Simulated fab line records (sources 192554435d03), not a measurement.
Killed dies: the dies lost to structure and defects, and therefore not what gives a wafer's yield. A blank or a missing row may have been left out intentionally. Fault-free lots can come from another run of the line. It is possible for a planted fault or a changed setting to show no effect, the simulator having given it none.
fab line records	flow n5-finfet
record lots=7	wafers=39
route steps=1938 shown DUMMY_GATE@228 SD_EPI_P@321 HKMG_FIN@435
start-h: hours from the record's opening day to when the first of the lot's shown wafers began	wait-h: hours from the lot's prior step to this one	" as in the row above	L1.1+2: a single row standing in for several wafers	- either no value or no given start	* or withheld: withheld	< > ~ a bound
route shown NAME@n: names a module that has steps shown in the file, with the first one's number in the route	usual: the fault-free wafers' mean and standard deviation	same: alike in all rows	chamber/n: place in a boat	sites: per-site readings	_std_site: standard deviation of those values	_edge_site: the outer-site mean with the inner-site mean subtracted	radius-mm: for every site, how far away it sits from the centre of the wafer	mask NAME#n: copy n	behind: the last tool/chamber to shape the wafer	hold: reason for holding the lot/hours on hold/outcome of the hold	device: the transistor (n, p or np) that didn't switch	end of line: tests of these same wafers at the route's end	where a step has no rows: the recipe by itself	killed: dies lost to structure and defects at the first sort, not the wafer's yield	map: the dies of a wafer, with x for killed, . for not killed, _ for no die there
set.NAME: setting as actually run; set.NAME@STEP: the setting as run at that earlier step	model.NAME: the simulator's own value behind a step, which no gauge read
lots with deliberately changed settings; one table per step, one row per wafer
## steps
# step N5_DUMMY_GATE_EXPOSE_12
# recipe mask-id=GATE	na=0.33	source-shape=annular	sigma-inner=0.2	sigma-outer=0.6	polarization=unpolarized	target-cd-nm=25	dose-mj=34
lot.wafer	tool	chamber	start-h	wait-h	mask	set.dose-mj
L075.1+2+5	euv-scanner-01	0	52.93	-	GATE#0	34
L075.3+4+6	"	0	"	"	GATE#0	35.69
L079.1+2+5	euv-scanner-02	0	77.77	-	GATE#0	34
L079.3+4+6	"	0	"	"	GATE#0	36.42
L082.1+4+6	euv-scanner-01	0	94.79	-	GATE#0	34
L085.1+2+4	euv-scanner-02	0	113.80	-	GATE#0	32.55
L085.3+5+6	"	0	"	"	GATE#0	34
L088.1+2+4	euv-scanner-02	0	131.81	-	GATE#0	34.87
L088.3+5+6	"	0	"	"	GATE#0	34
L091.1+3+4	euv-scanner-02	0	148.33	-	GATE#0	34.68
L091.2+5+6	"	0	"	"	GATE#0	34
L096.1+2+3+4+5+6	euv-scanner-02	0	177.22	-	GATE#0	34
# step N5_DUMMY_GATE_PEB_13
# recipe peb-temp-c=100	peb-time-s=60	resist=CAR-EUV
# step N5_DUMMY_GATE_DEVELOP_14
# recipe develop-time-s=30	developer=TMAH	resist=CAR-EUV	rinse-liquid=surfactant-rinse	dry=air-spin	dev-temp-c=23
# step N5_DUMMY_GATE_CD_MEAS_15
# recipe target-cd-nm=25.8	landing-energy-ev=500	detector=se-inlens
# usual cd-nm=25.07/0.24
lot.wafer	tool	chamber	start-h	wait-h	set.dose-mj@DUMMY_GATE_EXPOSE_12	cd-nm
L075.1	cd-sem-02	0	53.05	-	34	25.01
L075.2	"	0	"	"	34	25.27
L075.3	"	0	"	"	35.69	24.16
L075.4	"	0	"	"	35.69	24.21
L075.5	"	0	"	"	34	25.04
L075.6	"	0	"	"	35.69	24.01
L079.1	cd-sem-02	0	77.89	-	34	24.85
L079.2	"	0	"	"	34	25.23
L079.3	"	0	"	"	36.42	24.12
L079.4	"	0	"	"	36.42	23.47
L079.5	"	0	"	"	34	25.10
L079.6	"	0	"	"	36.42	24.00
L082.1	cd-sem-02	0	94.91	-	34	25.14
L082.4	"	0	"	"	34	25.38
L082.6	"	0	"	"	34	25.27
L085.1	cd-sem-02	0	113.93	-	32.55	26.05
L085.2	"	0	"	"	32.55	25.71
L085.3	"	0	"	"	34	25.08
L085.4	"	0	"	"	32.55	26.04
L085.5	"	0	"	"	34	25.53
L085.6	"	0	"	"	34	25.33
L088.1	cd-sem-01	0	131.94	-	34.87	24.43
L088.2	"	0	"	"	34.87	24.75
L088.3	"	0	"	"	34	24.72
L088.4	"	0	"	"	34.87	24.82
L088.5	"	0	"	"	34	24.86
L088.6	"	0	"	"	34	25.00
L091.1	cd-sem-03	0	148.46	-	34.68	24.58
L091.2	"	0	"	"	34	25.63
L091.3	"	0	"	"	34.68	24.74
L091.4	"	0	"	"	34.68	25.03
L091.5	"	0	"	"	34	24.92
L091.6	"	0	"	"	34	24.71
L096.1	cd-sem-03	0	177.35	-	34	24.95
L096.2	"	0	"	"	34	25.43
L096.3	"	0	"	"	34	25.26
L096.4	"	0	"	"	34	25.32
L096.5	"	0	"	"	34	25.12
L096.6	"	0	"	"	34	25.08
# step N5_DUMMY_GATE_ETCH_31
# recipe chemistry=C4F6/O2	target=SiO2	mask-material=SOC	target-depth-a=825	time-s=27.5	ion-energy-ev=250	pressure-mtorr=30	source-w=345	bias-w=185	Ar_flow_sccm=300	C4F6_flow_sccm=10	O2_flow_sccm=10
lot.wafer	tool	chamber	start-h	wait-h	set.target-depth-a	model.etch.depth-nm
L075.1	rie-diel-04	1	53.61	0.0	899.2	93.61
L075.2	"	0	"	"	899.2	89.92
L075.3	"	2	"	"	899.2	91.21
L075.4	"	1	"	"	825	85.37
L075.5	"	2	"	"	825	83.98
L075.6	"	0	"	"	825	82.26
L079.1	rie-diel-05	0	78.71	0.1	825	84.6
L079.2	"	3	"	"	787.1	77.49
L079.3	"	1	"	"	825	82.44
L079.4	"	2	"	"	787.1	76.22
L079.5	"	0	"	"	825	84.58
L079.6	"	3	"	"	787.1	77.47
L082.1	rie-diel-04	0	95.47	0.0	825	80.29
L082.4	"	1	"	"	825	84.14
L082.6	"	0	"	"	825	80.78
L085.1	rie-diel-01	2	114.49	0.0	825	83.82
L085.2	"	3	"	"	825	77.59
L085.3	"	1	"	"	740.3	72.48
L085.4	"	0	"	"	740.3	72.1
L085.5	"	0	"	"	825	80.7
L085.6	"	1	"	"	740.3	72.31
L088.1	rie-diel-05	0	132.84	0.1	740.4	76.25
L088.2	"	2	"	"	740.4	73.83
L088.3	"	1	"	"	825	81.24
L088.4	"	3	"	"	825	81.71
L088.5	"	0	"	"	740.4	75.78
L088.6	"	3	"	"	825	81.58
L091.1	rie-diel-05	0	149.38	0.2	766.5	78.78
L091.2	"	1	"	"	766.5	75.75
L091.3	"	2	"	"	825	82.81
L091.4	"	3	"	"	766.5	75.82
L091.5	"	1	"	"	825	81.48
L091.6	"	2	"	"	825	82.93
L096.1	rie-diel-05	2	178.04	0.2	825	82.23
L096.2+5	"	3	"	"	739.9	70.1
L096.3	"	0	"	"	825	84.15
L096.4	"	1	"	"	825	80.95
L096.6	"	2	"	"	739.9	74.37
# step N5_SD_EPI_P_EPI_21
# recipe material=SiGe:B	dopant=B	temp-c=550	pressure-torr=20	ambient=H2	time-s=355
lot.wafer	tool	chamber	start-h	wait-h	set.time-s	model.SiGe-B_of_SD_EPI_P_EPI_21.thk-nm
L075.1	epi-rpcvd-04	0	62.62	0.3	284.5	51.2
L075.2	"	0	"	"	284.5	51.4
L075.3	"	0	"	"	355	59.6
L075.4	"	0	"	"	355	58.8
L075.5	"	0	"	"	355	59.4
L075.6	"	0	"	"	284.5	51.8
L079.1	epi-rpcvd-04	0	86.54	0.2	355	61.2
L079.2	"	0	"	"	355	61.4
L079.3+6	"	0	"	"	355	61.6
L079.4	"	0	"	"	355	61
L079.5	"	0	"	"	355	62
L082.1	epi-rpcvd-04	0	103.60	0.2	355	60
L082.4	"	0	105.04	1.5	355	59.8
L082.6	"	0	"	"	355	59.4
L085.1	epi-rpcvd-02	0	122.84	0.1	334	59.2
L085.2+6	"	0	"	"	355	61.4
L085.3	"	0	"	"	355	61.8
L085.4	"	0	"	"	334	59
L085.5	"	0	"	"	334	60.2
L088.1	epi-rpcvd-02	0	140.47	0.1	390.8	65.4
L088.2	"	0	"	"	390.8	65.2
L088.3	"	0	"	"	355	61.2
L088.4	"	0	"	"	355	61.4
L088.5	"	0	"	"	355	61.8
L088.6	"	0	"	"	390.8	65
L091.1	epi-rpcvd-04	0	157.91	0.1	415	68
L091.2	"	0	"	"	355	61.2
L091.3+6	"	0	"	"	355	61.4
L091.4	"	0	"	"	415	67.2
L091.5	"	0	"	"	415	68.2
L096.1	epi-rpcvd-04	0	188.59	0.1	355	62.2
L096.2	"	0	"	"	323.6	58.6
L096.3	"	0	"	"	355	61.8
L096.4	"	0	"	"	323.6	58
L096.5	"	0	"	"	323.6	58.2
L096.6	"	0	"	"	355	61.2
# step N5_SD_EPI_P_EPI_MEAS_23
# recipe mode=xrd
# usual thk-nm=60.9/1.3
lot.wafer	tool	chamber	start-h	wait-h	set.time-s@SD_EPI_P_EPI_21	thk-nm
L075.1	film-metro-02	-	66.52	3.3	284.5	50.7
L075.2	"	-	"	"	284.5	52.5
L075.3	"	-	"	"	355	58.7
L075.4	"	-	"	"	355	58.6
L075.5	"	-	"	"	355	59.4
L075.6	"	-	"	"	284.5	54.0
L079.1	film-metro-02	-	89.46	2.4	355	62.1
L079.2	"	-	"	"	355	61.1
L079.3	"	-	"	"	355	62.0
L079.4	"	-	"	"	355	59.8
L079.5	"	-	"	"	355	62.3
L079.6	"	-	"	"	355	61.5
L082.1	film-metro-02	-	106.51	2.4	355	59.6
L082.4	"	-	"	"	355	61.5
L082.6	"	-	"	"	355	58.6
L085.1	film-metro-02	-	125.03	1.8	334	58.4
L085.2	"	-	"	"	355	61.9
L085.3	"	-	"	"	355	61.6
L085.4	"	-	"	"	334	59.5
L085.5	"	-	"	"	334	59.9
L085.6	"	-	"	"	355	61.8
L088.1	film-metro-02	-	142.66	1.8	390.8	65.4
L088.2	"	-	"	"	390.8	66.2
L088.3	"	-	"	"	355	61.2
L088.4	"	-	"	"	355	62.0
L088.5	"	-	"	"	355	60.6
L088.6	"	-	"	"	390.8	63.5
L091.1	film-metro-02	-	160.10	1.8	415	69.3
L091.2	"	-	"	"	355	60.0
L091.3	"	-	"	"	355	59.8
L091.4	"	-	"	"	415	67.1
L091.5	"	-	"	"	415	68.2
L091.6	"	-	"	"	355	61.7
L096.1	film-metro-01	-	190.78	1.8	355	61.4
L096.2	"	-	"	"	323.6	58.4
L096.3	"	-	"	"	355	61.5
L096.4	"	-	"	"	323.6	58.6
L096.5	"	-	"	"	323.6	59.4
L096.6	"	-	"	"	355	62.8
# step N5_HKMG_FIN_ETCH_32
# recipe chemistry=N2/H2	target=SOC	target-depth-a=2400	temp-c=40	time-s=300	ion-energy-ev=200	mask-material=SiARC	pressure-mtorr=30	source-w=840	bias-w=150	n2-flow-sccm=200	h2-flow-sccm=200
# usual rf-vpp-V=522.9/2.1
lot.wafer	tool	chamber	start-h	wait-h	set.bias-w	rf-vpp-V
L075.1	rie-diel-06	0	85.75	0.0	163.2	550.6
L075.2	"	1	"	"	150	527.3
L075.3	"	2	"	"	150	525.2
L075.4	"	3	"	"	150	521.6
L075.5	"	0	"	"	163.2	551.6
L075.6	"	3	"	"	163.2	548.4
L079.1	rie-diel-03	1	106.92	0.0	150	522.1
L079.2	"	3	"	"	150	524.4
L079.3	"	0	"	"	150	525.7
L079.4	"	2	"	"	150	525.2
L079.5	"	1	"	"	150	522.5
L079.6	"	0	"	"	150	525.5
L082.1	rie-diel-06	2	125.93	0.0	150	524.9
L082.4	"	0	"	"	150	522.5
L082.6	"	3	"	"	150	519.4
L085.1	rie-diel-02	1	141.89	0.0	150	521.4
L085.2	"	0	"	"	150	519.9
L085.3	"	2	"	"	150	523.8
L085.4	"	2	"	"	150	522.0
L085.5	"	1	"	"	150	520.9
L085.6	"	0	"	"	150	519.7
L088.1	rie-diel-06	2	160.02	0.0	150	524.3
L088.2	"	0	"	"	130.8	480.0
L088.3	"	1	"	"	130.8	480.4
L088.4	"	3	"	"	150	520.0
L088.5	"	1	"	"	150	525.1
L088.6	"	0	"	"	130.8	480.3
L091.1	rie-diel-03	3	177.51	0.0	150	523.7
L091.2	"	1	"	"	150	521.6
L091.3	"	2	"	"	150	525.3
L091.4	"	0	"	"	172.4	573.4
L091.5	"	0	"	"	172.4	573.7
L091.6	"	1	"	"	172.4	568.5
L096.1	rie-diel-02	0	208.48	0.0	150	521.1
L096.2	"	2	"	"	150	523.1
L096.3	"	3	"	"	150	521.5
L096.4	"	2	"	"	150	523.0
L096.5	"	0	"	"	150	520.0
L096.6	"	3	"	"	150	522.2
## key
split step=N5_DUMMY_GATE_EXPOSE_12	setting=dose-mj	stated=34	by=wafer
response step=N5_DUMMY_GATE_CD_MEAS_15	reading=cd-nm	change=-0.164	per=1%	r=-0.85
split step=N5_DUMMY_GATE_ETCH_31	setting=target-depth-a	stated=825	by=wafer
response step=N5_DUMMY_GATE_ETCH_31	reading=model.etch.depth-nm	change=+0.86	per=1%	r=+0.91
split step=N5_SD_EPI_P_EPI_21	setting=time-s	stated=355	by=wafer
response step=N5_SD_EPI_P_EPI_21	reading=model.SiGe-B_of_SD_EPI_P_EPI_21.thk-nm	change=+0.385	per=1%	r=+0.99
response step=N5_SD_EPI_P_EPI_MEAS_23	reading=thk-nm	change=*	per=1%	r=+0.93
split step=N5_HKMG_FIN_ETCH_32	setting=bias-w	stated=150	by=wafer
response step=N5_HKMG_FIN_ETCH_32	reading=rf-vpp-V	change=+3.22	per=1%	r=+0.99
